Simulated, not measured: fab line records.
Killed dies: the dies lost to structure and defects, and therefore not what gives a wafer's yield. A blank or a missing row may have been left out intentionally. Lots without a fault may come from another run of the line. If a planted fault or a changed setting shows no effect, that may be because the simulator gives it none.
Split-lot study	flow n5 finfet	7 lots, 21 wafers read, on a route of 1938 steps

THE SPLIT ITSELF
At N5_BEOL_M12_TRENCH_ETCH_34 (etches SiOC in C4F8/O2/Ar, target depth 318.95 nm, time 125.5 s), the setting time s was moved away from the recipe's 125.5 s on 9 of the 21 wafers read, by -13.4% to +16.3%. The other wafers ran this setting at the recipe's value.

FROM THE SPLIT TO THE READING: what the file shows between them, 10 steps
- N5_BEOL_M12_STRIP_70: strips in C4F8/O2/Ar
- N5_BEOL_M12_OCD_MEAS_35
- N5_BEOL_M12_STRIP_37: strips in N2/H2
- N5_BEOL_M12_ETCH_38: etches SiCN in CF4/N2, target depth 68.7 nm, time 73.4 s
- N5_BEOL_M12_ECD_47: material Cu, target thk 720 nm
- N5_BEOL_M12_ANNEAL_48: time 90 s
- N5_BEOL_M12_CMP_49: polishes, stops on SiOC, t overpolish 20.6 s, target thk 320 nm
- N5_BEOL_M12_THK_MEAS_50: measures by xrf
- N5_BEOL_M12_PRE_CLEAN_52: time 15 s
- N5_BEOL_M12_DEP_53: deposits SiCN from 3MS/NH3, target thk 30 nm, time 10.5 s

THE READING
Measured at N5_BEOL_M12_RS_MEAS_54 by four-point probe: M12_RS, in ohm/sq. A value of 0.0599 ohm/sq with a standard deviation of 0.0013 ohm/sq is what fault-free wafers of this fab line usually give.

wafer	tool, chamber at the split	time s as run, s	against the recipe	M12_RS, ohm/sq	against lot-mates on the recipe
L075.1	rie diel-05, 3	125.5	recipe	0.0584	-
L075.2	rie diel-05, 2	108.7	-13.4%	0.0704	+0.0120
L075.5	rie diel-05, 2	108.7	-13.4%	0.0716	+0.0132
L082.1	rie diel-01, 2	125.5	recipe	0.0598	-
L082.2	rie diel-01, 0	125.5	recipe	0.0623	-
L082.4	rie diel-01, 3	125.5	recipe	0.0606	-
L087.3	rie diel-04, 1	146	+16.3%	0.0510	-0.0087
L087.5	rie diel-04, 1	125.5	recipe	0.0597	-
L087.6	rie diel-04, 2	146	+16.3%	0.0515	-0.0082
L090.4	rie diel-01, 2	125.5	recipe	0.0609	-
L090.5	rie diel-01, 3	143.5	+14.3%	0.0517	-0.0092
L090.6	rie diel-01, 2	143.5	+14.3%	0.0523	-0.0086
L091.3	rie diel-05, 1	125.5	recipe	0.0597	-
L091.4	rie diel-05, 2	125.5	recipe	0.0631	-
L091.5	rie diel-05, 0	141.6	+12.8%	0.0532	-0.0082
L092.1	rie diel-05, 1	125.5	recipe	0.0597	-
L092.4	rie diel-05, 0	125.5	recipe	0.0593	-
L092.5	rie diel-05, 2	117.7	-6.2%	0.0681	+0.0086
L097.3	rie diel-05, 3	110.2	-12.2%	0.0666	+0.0080
L097.4	rie diel-05, 1	125.5	recipe	0.0589	-
L097.5	rie diel-05, 3	125.5	recipe	0.0584	-

FIT RESULTS
A straight line over all 21 wafers: M12_RS changes by -0.000634 ohm/sq for each +1% of time s; r = -0.96; the points scatter about the line by 0.0017 ohm/sq.
The same after taking each lot's own level away (the mean of its wafers on the recipe; 21 wafers): -0.000695 ohm/sq for each +1%; r = -0.97; scatter 0.0017 ohm/sq.
The reading moves by 0.011 ohm/sq for the largest change in time s, on that fit.
Measured against the standard deviation above, the lots' own levels, which go from 0.05840 to 0.06140 ohm/sq, span 2.3 times it.
Hence the lot-to-lot level has little effect on the slope; both slopes agree.
Check: -0.0108 ohm/sq against its lot-mates is what the line predicts for one of the wafers moved furthest among these (+16.3%) when that wafer is left out of the fit. It came out at -0.0087 ohm/sq against them.

ADDITIONAL SPLITS CARRIED BY THESE WAFERS
Other splits were also applied to these wafers ahead of the reading. Each is held against what the fit with the lots' levels taken away leaves over:
other split on the same wafers	wafers away from the commonest value	r with M12_RS (lot level and that fit taken away)
N5_BEOL_M12_ETCH_68 time s	4	-0.41

THE WHOLE CHAIN: every reading that the file lists as answering this split, in the file's order
step	what it does	reading	change (the file's fit)	r (the file's)
N5_BEOL_M12_TRENCH_ETCH_34	etches SiOC in C4F8/O2/Ar, target depth 318.95 nm, time 125.5 s	etch.depth nm (the simulator's own value, which no gauge read)	+3.66 nm for each +1% of the setting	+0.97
N5_BEOL_M12_OCD_MEAS_35		trench depth nm	+3.64 nm for each +1% of the setting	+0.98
N5_BEOL_M12_CMP_49	polishes, stops on SiOC, t overpolish 20.6 s, target thk 320 nm	Cu_of_BEOL_M12_ECD_47.thk nm (the simulator's own value, which no gauge read)	+3.62 nm for each +1% of the setting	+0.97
N5_BEOL_M12_THK_MEAS_50	measures by xrf	M12_THK	+3.74 for each +1% of the setting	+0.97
N5_BEOL_M12_RS_MEAS_54	measures by four-point-probe	M12_RS	-0.00069 for each +1% of the setting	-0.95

THE FILE'S OWN FIT
M12_RS changes by -0.00069 ohm/sq for each +1% of time s, r = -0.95.
